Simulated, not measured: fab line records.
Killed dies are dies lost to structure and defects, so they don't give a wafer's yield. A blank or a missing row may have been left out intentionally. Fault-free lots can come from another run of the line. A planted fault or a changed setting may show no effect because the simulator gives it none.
Matching of chambers | flow n5Finfet | N5_FIN_SAQP_ETCH_34 on rieDiel-01: 4 sister chambers
The step etches SiO2 in C4F6/O2, target depth 45 nm, time 15 s. 8 wafers are shown with their chamber, then 9 later ones without.

WAFERS PAIRED WITH THEIR CHAMBERS
wafer  | chamber | showerheadPlenumPTorr (Torr) | throttleValvePct (%)
L082.1 | 2       | 2.97                         | 21.26
L082.2 | 1       | 2.91                         | 20.99
L084.1 | 3       | 2.97                         | 21.06
L084.2 | 0       | 2.89                         | 20.82
L084.6 | 3       | 2.97                         | 21.06
L085.2 | 1       | 2.91                         | 21.00
L085.3 | 2       | 2.96                         | 21.25
L085.6 | 0       | 2.89                         | 20.84

WAFERS WITHOUT THEIR CHAMBER
wafer  | showerheadPlenumPTorr (Torr) | throttleValvePct (%)
L086.1 | 2.91                         | 20.98
L086.3 | 2.88                         | 20.84
L086.6 | 2.96                         | 21.26
L093.1 | 2.90                         | 21.01
L093.2 | 2.95                         | 21.30
L093.4 | 2.88                         | 20.87
L096.2 | 2.87                         | 20.86
L096.3 | 2.96                         | 21.09
L096.4 | 2.95                         | 21.32

THE CHAMBER EACH PASSED THROUGH
wafer  | from the rows above | in truth
L086.1 | 1                   | 1
L086.3 | 0                   | 0
L086.6 | 2                   | 2
L093.1 | 1                   | 1
L093.2 | 2                   | 2
L093.4 | 0                   | 0
L096.2 | 0                   | 0
L096.3 | 3                   | 3
L096.4 | 2                   | 2
Placed correctly: 9 of 9. Number that these rows cannot place: 0. Number placed wrongly: 0.
How it was worked out, from the rows above alone: a wafer's distance from a chamber is the root of the sum, over the readings, of the square of ((its reading less the chamber's mean) divided by the reading's scatter). The wafer belongs to the nearest chamber; if the next one is less than 2 further off, it can't be placed. Each chamber's mean is taken over the wafers shown for it. How the scatter is found: for the shown wafers, subtract from each reading the mean of its chamber, square and add these, divide the total by (wafers less chambers), then take the root.
